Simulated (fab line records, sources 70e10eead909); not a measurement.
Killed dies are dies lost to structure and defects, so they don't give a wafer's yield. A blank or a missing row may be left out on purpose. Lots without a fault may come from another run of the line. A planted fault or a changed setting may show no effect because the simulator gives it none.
fab line records | flow nand_harc | part 2 of 2: steps 5 to 5 of 5
record lots=12 wafers=36 last_day=34
route steps=1302 shown A_SLIT@940 A_WL_FILL@967 END@1302
lots that met no fault: from a run of the same line without faults
start_h: hours from the record's first day to the start of the lot's first wafer shown | wait_h: hours since the lot's step before | " the same as in the row above | L1.1+2: a row that stands for several wafers | - no value, or no start given | * or withheld: withheld | < > ~ a bound
route shown NAME@n: a module of which the file shows steps, and the number in the route of the first | usual: mean/standard deviation of fault-free wafers | same: alike in all rows | chamber/n: place in a boat | sites: the reading at each site | _std_site: their standard deviation | _edge_site: outer sites' mean less inner sites' | radius_mm: how far each site lies from the wafer's centre | mask NAME#n: copy n | behind: the tool/chamber that last shaped the wafer | hold: why the lot was held/for how many hours/how that ended | device: the transistor (n, p or np) that didn't switch | end of line: the same wafers' tests at the end of the route | a step without rows: its recipe alone | killed: dies lost to structure and defects at the first sort, not the wafer's yield | map: a wafer's dies, x killed, . not, _ none there
set.NAME: the setting as run; set.NAME@STEP: as run at that earlier step | model.NAME: the simulator's own value behind a step, which no gauge read
steps of the route over a sample of lots; a table a step, a row a wafer
services: from which hour (start_h, from the record's first day; less than 0 if before it) a tool's chamber was out of use, for how many hours, and why
## steps
# step NHARC_END_SORT_01
# recipe temp_c=25
# usual killed_at_array=63/18 killed_at_other=1.1/1.3 killed_at_periphery=4.3/2.8 killed_dies=68/18 killed_open=3.3/2 killed_short=2.4/1.6
# same gross_dies=677
# columns lot.wafer tool chamber start_h wait_h hold killed_at_array killed_at_other killed_at_periphery killed_dies killed_open killed_short
L470.1 prober-01 0 580.80 2.5 - 58 0 3 61 2 5
L470.5 prober-01 0 584.00 3.7 - 48 1 2 51 2 3
L470.6 prober-01 0 584.79 4.0 - 52 0 1 53 4 1
L472.3 prober-02 0 593.87 3.1 - 48 1 1 50 2 3
L472.5 prober-02 0 595.48 3.7 - 37 4 6 47 5 0
L472.6 prober-02 0 596.28 4.0 - 41 2 7 50 3 1
L471.3 prober-01 0 593.89 3.1 - 81 0 7 88 3 0
L471.4 prober-01 0 594.68 3.4 - 69 0 8 77 4 3
L471.5 prober-01 0 595.47 3.7 - 76 1 5 82 4 0
L473.1 prober-01 0 600.04 2.5 - 80 1 6 87 2 2
L473.5 prober-01 0 603.25 3.7 - 64 0 4 68 1 3
L473.6 prober-01 0 604.05 4.0 - 73 0 5 78 6 2
L480.1 prober-02 0 736.86 2.5 await_dispo/3.3h/release 667 2 8 677 6 2
L480.4 prober-02 0 739.29 3.4 await_dispo/3.3h/release 674 0 3 677 3 3
L480.5 prober-02 0 740.10 3.7 await_dispo/3.3h/release 60 0 4 64 6 1
L481.1 prober-02 0 744.71 2.5 await_dispo/4.2h/release 61 2 1 64 1 1
L481.2 prober-02 0 745.50 2.8 await_dispo/4.2h/release 674 1 2 677 2 0
L481.3 prober-02 0 746.30 3.1 await_dispo/4.2h/release 64 1 2 67 1 2
L484.3 prober-01 0 753.96 3.1 - 45 1 3 49 9 3
L484.4 prober-01 0 754.78 3.4 - 43 0 9 52 2 4
L484.5 prober-01 0 755.60 3.8 - 39 1 10 50 3 3
L486.2 prober-02 0 775.09 2.8 - 54 1 6 61 3 6
L486.5 prober-02 0 777.51 3.7 - 64 1 3 68 5 3
L486.6 prober-02 0 778.32 4.0 - 54 0 3 57 0 3
L487.1 prober-01 0 775.89 2.5 - 69 0 1 70 6 2
L487.4 prober-01 0 778.27 3.4 - 68 0 2 70 2 1
L487.5 prober-01 0 779.07 3.7 - 74 0 0 74 2 2
L488.1 prober-02 0 782.14 2.5 - 44 1 5 50 2 0
L488.3 prober-02 0 783.73 3.1 - 43 1 2 46 1 5
L488.4 prober-02 0 784.53 3.4 - 49 0 4 53 4 3
L489.2 prober-01 0 784.41 2.8 - 78 2 8 88 4 3
L489.3 prober-01 0 785.19 3.1 - 64 1 14 79 5 5
L489.6 prober-01 0 787.55 3.9 - 75 0 12 87 7 6
L491.1 prober-02 0 807.72 2.5 - 43 4 5 52 1 1
L491.2 prober-02 0 808.52 2.8 - 38 1 9 48 7 1
L491.4 prober-02 0 810.11 3.4 - 40 0 2 42 2 2
# killed by level:class
L470.1 A_CHANNEL_HOLE_D2:chamber_film_flake=39 A_CHANNEL_HOLE_D1:chamber_film_flake=6 A_STAIRCASE:chamber_film_flake=5 P_CONTACT:chamber_film_flake=2 P_M1:geometric_particle:open=1 A_CHANNEL_FILL_D1:geometric_particle:short=1 A_ONON_D2:geometric_particle:short=1 A_WL_FILL:geometric_particle:short=1
L470.5 A_CHANNEL_HOLE_D2:chamber_film_flake=31 A_CHANNEL_HOLE_D1:chamber_film_flake=5 A_STAIRCASE:chamber_film_flake=4 A_WL_FILL:chamber_film_flake=2 A_ONON_D1:geometric_particle:short=1 A_ONON_D2:geometric_particle:short=1 A_WL_FILL:geometric_particle:open=1 A_M0:geometric_particle:short=1
L470.6 A_CHANNEL_HOLE_D2:chamber_film_flake=27 A_CHANNEL_HOLE_D1:chamber_film_flake=15 A_WL_FILL:chamber_film_flake=3 A_STAIRCASE:chamber_film_flake=2 P_STI:geometric_particle:open=1 A_CHANNEL_FILL_D1:geometric_particle:open=1 A_CHANNEL_FILL_D2:geometric_particle:open=1 A_M0:geometric_particle:open=1
L472.3 A_CHANNEL_HOLE_D2:chamber_film_flake=32 A_STAIRCASE:chamber_film_flake=4 A_CHANNEL_HOLE_D1:chamber_film_flake=3 A_M0:geometric_particle:open=2 A_CONTACT:chamber_film_flake=2 A_SGD_CUT:geometric_particle:short=1 A_WL_FILL:geometric_particle:short=1 STARTING-WAFER:geometric_particle:short=1
L471.3 A_CHANNEL_HOLE_D1:chamber_film_flake=32 A_SLIT:chamber_film_flake=30 A_CHANNEL_HOLE_D2:chamber_film_flake=7 A_STAIRCASE:chamber_film_flake=6 P_GATE:chamber_film_flake=3 A_CONTACT:chamber_film_flake=3 P_ZERO_WELL:chamber_film_flake=2 P_GATE:geometric_particle:open=1
L471.4 A_CHANNEL_HOLE_D1:chamber_film_flake=35 A_SLIT:chamber_film_flake=12 A_STAIRCASE:chamber_film_flake=7 A_CHANNEL_HOLE_D2:chamber_film_flake=6 P_GATE:chamber_film_flake=3 A_DECK1_JOINT:geometric_particle:short=2 P_ZERO_WELL:chamber_film_flake=2 A_CHANNEL_FILL_D1:chamber_film_flake=2
L471.5 A_CHANNEL_HOLE_D1:chamber_film_flake=36 A_SLIT:chamber_film_flake=25 A_CHANNEL_HOLE_D2:chamber_film_flake=6 A_STAIRCASE:chamber_film_flake=3 A_CONTACT:chamber_film_flake=3 A_BLC:geometric_particle:open=2 P_GATE:chamber_film_flake=2 P_M0:geometric_particle:open=1
L472.5 A_CHANNEL_HOLE_D2:chamber_film_flake=24 P_GATE:chamber_film_flake=4 A_CHANNEL_HOLE_D1:chamber_film_flake=3 THIN_TSV:chamber_film_flake=3 A_STAIRCASE:chamber_film_flake=2 A_CONTACT:chamber_film_flake=2 P_STI:geometric_particle:open=1 P_M0:geometric_particle:open=1
L472.6 A_CHANNEL_HOLE_D2:chamber_film_flake=30 A_CHANNEL_HOLE_D1:chamber_film_flake=5 P_GATE:geometric_particle:open=3 P_GATE:chamber_film_flake=3 A_WL_FILL:chamber_film_flake=2 THIN_TSV:chamber_film_flake=2 A_CHANNEL_FILL_D1:geometric_particle:short=1 P_M1:chamber_film_flake=1
L473.1 A_CHANNEL_HOLE_D1:chamber_film_flake=38 A_CHANNEL_HOLE_D2:chamber_film_flake=31 A_STAIRCASE:chamber_film_flake=4 P_M2:chamber_film_flake=3 A_CONTACT:chamber_film_flake=2 A_CHANNEL_HOLE_D2:geometric_particle:open=1 A_CHANNEL_FILL_D2:geometric_particle:short=1 A_CHANNEL_FILL_D2:geometric_particle:open=1
L473.5 A_CHANNEL_HOLE_D1:chamber_film_flake=30 A_CHANNEL_HOLE_D2:chamber_film_flake=26 P_M2:chamber_film_flake=3 A_SLIT:chamber_film_flake=2 A_ONON_D1:geometric_particle:short=1 A_CHANNEL_HOLE_D1:geometric_particle:short=1 A_CHANNEL_FILL_D1:geometric_particle:open=1 A_WL_FILL:geometric_particle:short=1
L473.6 A_CHANNEL_HOLE_D2:chamber_film_flake=35 A_CHANNEL_HOLE_D1:chamber_film_flake=31 A_CHANNEL_FILL_D1:geometric_particle:short=2 A_CONTACT:geometric_particle:open=2 P_STI:geometric_particle:open=1 P_GATE:geometric_particle:open=1 P_M0:geometric_particle:open=1 A_BLC:geometric_particle:open=1
L480.1 A_WL_FILL:area_etchback=615 A_SLIT:chamber_film_flake=26 A_CHANNEL_HOLE_D2:chamber_film_flake=10 A_CONTACT:chamber_film_flake=7 P_M1:geometric_particle:open=2 P_CONTACT:chamber_film_flake=2 A_CHANNEL_HOLE_D1:chamber_film_flake=2 P_CONTACT:geometric_particle:open=1
L480.4 A_WL_FILL:area_etchback=608 A_SLIT:chamber_film_flake=34 A_CONTACT:chamber_film_flake=8 A_CHANNEL_HOLE_D2:chamber_film_flake=7 A_CHANNEL_HOLE_D1:chamber_film_flake=6 A_STAIRCASE:chamber_film_flake=3 A_WL_FILL:chamber_film_flake=3 P_CONTACT:geometric_particle:short=1
L480.5 A_SLIT:chamber_film_flake=29 A_CHANNEL_HOLE_D2:chamber_film_flake=13 A_CONTACT:chamber_film_flake=9 A_CHANNEL_HOLE_D1:chamber_film_flake=3 P_CONTACT:geometric_particle:open=2 P_GATE:geometric_particle:open=1 P_M2:geometric_particle:open=1 A_CHANNEL_HOLE_D2:geometric_particle:open=1
L481.1 A_CHANNEL_HOLE_D1:chamber_film_flake=31 A_CHANNEL_HOLE_D2:chamber_film_flake=16 A_SLIT:chamber_film_flake=4 A_CONTACT:chamber_film_flake=4 A_WL_FILL:geometric_particle:short=1 P_GATE:chamber_film_flake=1 STARTING-WAFER:geometric_particle:open=1 A_CHANNEL_FILL_D1:chamber_film_flake=1
L481.2 A_WL_FILL:area_etchback=620 A_CHANNEL_HOLE_D1:chamber_film_flake=30 A_CHANNEL_HOLE_D2:chamber_film_flake=10 A_CONTACT:chamber_film_flake=6 A_CHANNEL_FILL_D2:chamber_film_flake=3 A_ONON_D1:geometric_particle:open=1 A_WL_FILL:geometric_particle:open=1 P_ZERO_WELL:chamber_film_flake=1
L481.3 A_CHANNEL_HOLE_D1:chamber_film_flake=32 A_CHANNEL_HOLE_D2:chamber_film_flake=22 A_STAIRCASE:chamber_film_flake=3 A_CONTACT:chamber_film_flake=3 P_M0:geometric_particle:short=1 A_CHANNEL_HOLE_D2:geometric_particle:short=1 A_CHANNEL_FILL_D2:geometric_particle:open=1 P_GATE:chamber_film_flake=1
L484.3 A_CHANNEL_HOLE_D2:chamber_film_flake=22 A_ONON_D1:geometric_particle:open=5 A_SLIT:chamber_film_flake=4 A_CHANNEL_HOLE_D1:chamber_film_flake=3 P_CONTACT:chamber_film_flake=2 A_CONTACT:chamber_film_flake=2 A_ONON_D1:geometric_particle:short=1 A_CHANNEL_FILL_D1:geometric_particle:short=1
L484.4 A_CHANNEL_HOLE_D2:chamber_film_flake=20 A_CONTACT:chamber_film_flake=9 P_CONTACT:chamber_film_flake=7 A_CHANNEL_HOLE_D1:chamber_film_flake=4 A_ONON_D2:geometric_particle:short=2 A_SLIT:chamber_film_flake=2 A_M0:chamber_film_flake=2 P_GATE:geometric_particle:short=1
L484.5 A_CHANNEL_HOLE_D2:chamber_film_flake=18 P_CONTACT:chamber_film_flake=9 A_CHANNEL_HOLE_D1:chamber_film_flake=7 A_CONTACT:chamber_film_flake=4 A_CHANNEL_FILL_D1:chamber_film_flake=2 A_ONON_D1:geometric_particle:open=1 A_CHANNEL_FILL_D1:geometric_particle:open=1 A_DECK1_JOINT:geometric_particle:short=1
L486.2 A_CHANNEL_HOLE_D1:chamber_film_flake=32 A_STAIRCASE:chamber_film_flake=6 A_SLIT:chamber_film_flake=5 P_M0:geometric_particle:short=2 A_ONON_D1:geometric_particle:short=2 P_BONDPAD:chamber_film_flake=2 A_DECK1_JOINT:chamber_film_flake=2 A_WL_FILL:chamber_film_flake=2
L487.1 A_SLIT:chamber_film_flake=24 A_CHANNEL_HOLE_D2:chamber_film_flake=18 A_CHANNEL_HOLE_D1:chamber_film_flake=8 A_DECK1_JOINT:chamber_film_flake=4 A_WL_FILL:chamber_film_flake=3 A_ONON_D1:geometric_particle:open=1 A_ONON_D2:geometric_particle:open=1 A_CHANNEL_HOLE_D2:geometric_particle:open=1
L486.5 A_CHANNEL_HOLE_D1:chamber_film_flake=36 A_CHANNEL_HOLE_D2:chamber_film_flake=8 A_SLIT:chamber_film_flake=5 A_STAIRCASE:chamber_film_flake=3 A_ONON_D1:geometric_particle:open=2 A_ONON_D1:geometric_particle:short=2 P_BONDPAD:chamber_film_flake=2 A_DECK1_JOINT:chamber_film_flake=2
L487.4 A_CHANNEL_HOLE_D2:chamber_film_flake=28 A_SLIT:chamber_film_flake=22 A_CHANNEL_HOLE_D1:chamber_film_flake=9 A_WL_FILL:chamber_film_flake=3 P_BONDPAD:chamber_film_flake=2 A_STAIRCASE:chamber_film_flake=2 A_CHANNEL_FILL_D1:geometric_particle:open=1 A_ONON_D2:geometric_particle:open=1
L486.6 A_CHANNEL_HOLE_D1:chamber_film_flake=31 A_STAIRCASE:chamber_film_flake=6 A_SLIT:chamber_film_flake=6 A_CHANNEL_HOLE_D2:chamber_film_flake=3 A_WL_FILL:chamber_film_flake=3 P_BONDPAD:chamber_film_flake=2 A_CHANNEL_FILL_D1:geometric_particle:short=1 A_DECK1_JOINT:geometric_particle:short=1
L487.5 A_SLIT:chamber_film_flake=34 A_CHANNEL_HOLE_D2:chamber_film_flake=21 A_CHANNEL_HOLE_D1:chamber_film_flake=8 A_CHANNEL_FILL_D1:chamber_film_flake=2 A_DECK1_JOINT:chamber_film_flake=2 A_WL_FILL:chamber_film_flake=2 A_CHANNEL_HOLE_D1:geometric_particle:open=1 A_ONON_D2:geometric_particle:short=1
L488.1 A_CHANNEL_HOLE_D2:chamber_film_flake=23 A_CHANNEL_HOLE_D1:chamber_film_flake=8 A_SLIT:chamber_film_flake=7 P_GATE:chamber_film_flake=2 A_CHANNEL_FILL_D1:chamber_film_flake=2 A_CONTACT:chamber_film_flake=2 P_GATE:geometric_particle:open=1 A_BLC:geometric_particle:open=1
L488.3 A_CHANNEL_HOLE_D2:chamber_film_flake=23 A_CHANNEL_HOLE_D1:chamber_film_flake=8 A_SLIT:chamber_film_flake=5 A_WL_FILL:geometric_particle:short=2 P_GATE:chamber_film_flake=2 A_CHANNEL_HOLE_D1:geometric_particle:short=1 A_CHANNEL_FILL_D2:geometric_particle:short=1 A_CHANNEL_FILL_D2:geometric_particle:open=1
L489.2 A_SLIT:chamber_film_flake=40 A_CHANNEL_HOLE_D1:chamber_film_flake=14 A_CONTACT:chamber_film_flake=13 P_CONTACT:chamber_film_flake=3 P_M1:chamber_film_flake=3 A_DECK1_JOINT:chamber_film_flake=3 A_M0:geometric_particle:open=2 HYBRID_BOND:chamber_film_flake=2
L488.4 A_CHANNEL_HOLE_D2:chamber_film_flake=18 A_SLIT:chamber_film_flake=8 A_CHANNEL_HOLE_D1:chamber_film_flake=6 A_CONTACT:chamber_film_flake=4 A_STAIRCASE:chamber_film_flake=3 P_GATE:chamber_film_flake=2 P_CONTACT:chamber_film_flake=2 A_CHANNEL_FILL_D1:chamber_film_flake=2
L489.3 A_SLIT:chamber_film_flake=33 A_CONTACT:chamber_film_flake=9 A_CHANNEL_HOLE_D1:chamber_film_flake=8 P_CONTACT:chamber_film_flake=5 P_M1:chamber_film_flake=4 A_WL_FILL:geometric_particle:short=2 P_GATE:chamber_film_flake=2 A_DECK1_JOINT:chamber_film_flake=2
L489.6 A_SLIT:chamber_film_flake=41 A_CHANNEL_HOLE_D1:chamber_film_flake=13 P_CONTACT:chamber_film_flake=4 P_M1:chamber_film_flake=4 A_CHANNEL_HOLE_D2:chamber_film_flake=4 A_CONTACT:chamber_film_flake=4 A_WL_FILL:geometric_particle:short=2 A_M0:geometric_particle:open=2
L491.1 A_SLIT:chamber_film_flake=33 THIN_TSV:chamber_film_flake=4 P_ZERO_WELL:chamber_film_flake=3 A_CONTACT:chamber_film_flake=3 A_STAIRCASE:chamber_film_flake=2 A_M0:chamber_film_flake=2 P_GATE:geometric_particle:open=1 A_CHANNEL_FILL_D2:geometric_particle:short=1
L491.2 A_SLIT:chamber_film_flake=23 A_STAIRCASE:chamber_film_flake=6 P_STI:chamber_film_flake=3 A_CONTACT:chamber_film_flake=3 P_GATE:geometric_particle:open=2 P_M0:geometric_particle:open=2 P_M1:geometric_particle:open=1 A_DECK1_JOINT:geometric_particle:open=1
L491.4 A_SLIT:chamber_film_flake=27 P_ZERO_WELL:chamber_film_flake=2 A_CHANNEL_HOLE_D2:chamber_film_flake=2 A_CHANNEL_FILL_D2:chamber_film_flake=2 A_STAIRCASE:chamber_film_flake=2 A_CONTACT:chamber_film_flake=2 A_DECK1_JOINT:geometric_particle:short=1 A_CHANNEL_FILL_D2:geometric_particle:open=1
## services
# columns tool chamber start_h hours kind
rie_metal-02 - 454.03 9.0 pm
rie_si-03 0 468.15 8.7 repair
rie_si-06 0 473.81 7.5 repair
rie_diel-06 - 484.23 9.0 pm
rie_metal-03 - 519.00 9.0 pm
rie_diel-06 2 527.24 12.1 repair
rie_metal-01 - 531.94 1.6 repair
rie_diel-02 2 555.16 1.3 repair
rie_diel-02 - 570.72 9.0 pm
rie_metal-01 - 575.00 9.0 pm
rie_si-03 - 575.00 9.0 pm
rie_diel-06 1 580.33 12.8 repair
rie_si-06 1 596.54 2.0 repair
rie_si-06 - 603.00 9.0 pm
rie_si-03 1 605.29 9.4 repair
rie_diel-06 0 614.95 14.8 repair
rie_diel-06 1 616.95 4.2 repair
rie_si-06 - 620.76 1.4 repair
rie_metal-03 1 631.93 1.5 repair
rie_si-06 3 637.24 14.5 repair
rie_si-03 1 643.70 15.8 repair
rie_diel-06 - 661.23 9.0 pm
rie_si-03 0 688.95 15.4 repair
rie_metal-03 - 696.00 9.0 pm
## key
first_sign step=NHARC_A_WL_FILL_ETCHBACK_17 reading=run_length_s direction=down sigmas=36 usual=* struck=*
effect step=NHARC_END_SORT_01 reading=killed_at_array direction=up sigmas=34 usual=63 struck=672
more_kills_born_at NHARC_A_WL_FILL_ETCHBACK_17@rie_metal-01=1843
met_at NHARC_A_WL_FILL_ETCHBACK_17
struck_lots L480,L481
struck_wafers L480.1,L480.4,L481.2
later_rows_left_out L480.1,L480.4,L481.2
tester_left_out L480,L481
not_acting_at NHARC_A_SLIT_ETCH_26,NHARC_A_WL_FILL_STRIP_29,NHARC_A_WL_FILL_ETCHBACK_26
fault kind=process_parameter_drift tool=rie_metal-01 chamber=1 onset_h=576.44 steps=NHARC_A_WL_FILL_ETCHBACK_17 channel=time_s offset=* shape=step end_h=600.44 acts_in=* stated=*
# tester_left_out: of these lots the tester's yield and bins aren't shown, on N5 and GAA mostly nor the transistor test; their killed dies are dies lost to structure and defects alone, not to doping, threshold or leakage, so they don't give the yield
# later_rows_left_out: the simulator's readings of these wafers behind a module that went badly wrong aren't trusted and aren't shown, but for the sort
